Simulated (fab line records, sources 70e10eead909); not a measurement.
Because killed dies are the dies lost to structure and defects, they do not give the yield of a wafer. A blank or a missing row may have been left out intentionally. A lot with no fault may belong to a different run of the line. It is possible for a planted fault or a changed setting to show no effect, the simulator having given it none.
Chamber matching -- flow nand-harc -- NHARC_A_BONDPAD_CMP_29 on cmp-04: 4 sister chambers
The step polishes SiCN, target thk 200 nm. 16 wafers are shown with their chamber, then 8 later ones without.

## EACH WAFER AND ITS CHAMBER
wafer,chamber,motor-current-A (A)
L323.1,1,12.9
L323.2,3,11.6
L323.4,2,14.3
L336.2,3,12.9
L336.3,1,13.2
L336.6,1,12.8
L335.2,0,11.8
L335.3,1,13.4
L335.4,2,13.6
L338.3,2,13.5
L338.5,0,12.1
L338.6,1,13.4
L337.3,3,12.1
L337.4,0,11.9
L337.6,2,13.5
L342.2,1,12.7

SIGNATURES, as means of the wafers listed above
reading,chamber 0,chamber 1,chamber 2,chamber 3,scatter within a chamber
motor-current-A,11.933,13.067,13.725,12.200,0.39
Rule: a wafer lies at a distance from a chamber equal to the root of the sum of squares, over the readings, of (its reading less the chamber's mean, divided by the reading's scatter). If the next closest chamber is less than 2 further off than the closest, the wafer can't be placed; otherwise it belongs to the closest. The scatter: take each reading less its chamber's mean, square it, sum over the shown wafers, divide by the number of wafers less the number of chambers, and take the root.

## WAFERS WITHOUT THEIR CHAMBER
wafer,motor-current-A (A)
L342.3,12.1
L342.5,12.8
L344.3,13.2
L344.5,12.0
L344.6,12.3
L346.2,13.0
L346.3,14.5
L346.4,12.3

## THE CHAMBER EACH PASSED THROUGH
wafer,from the rows above,in truth
L342.3,can't be placed: 3 or 0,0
L342.5,can't be placed: 1 or 3 or 0 or 2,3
L344.3,can't be placed: 1 or 2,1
L344.5,can't be placed: 0 or 3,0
L344.6,can't be placed: 3 or 0 or 1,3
L346.2,can't be placed: 1 or 2 or 3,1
L346.3,can't be placed: 2 or 1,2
L346.4,can't be placed: 3 or 0 or 1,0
0 of 8 placed correctly. Can't be placed from these rows: 8 (the true chamber is among the candidates in 8). Wrongly placed: 0.
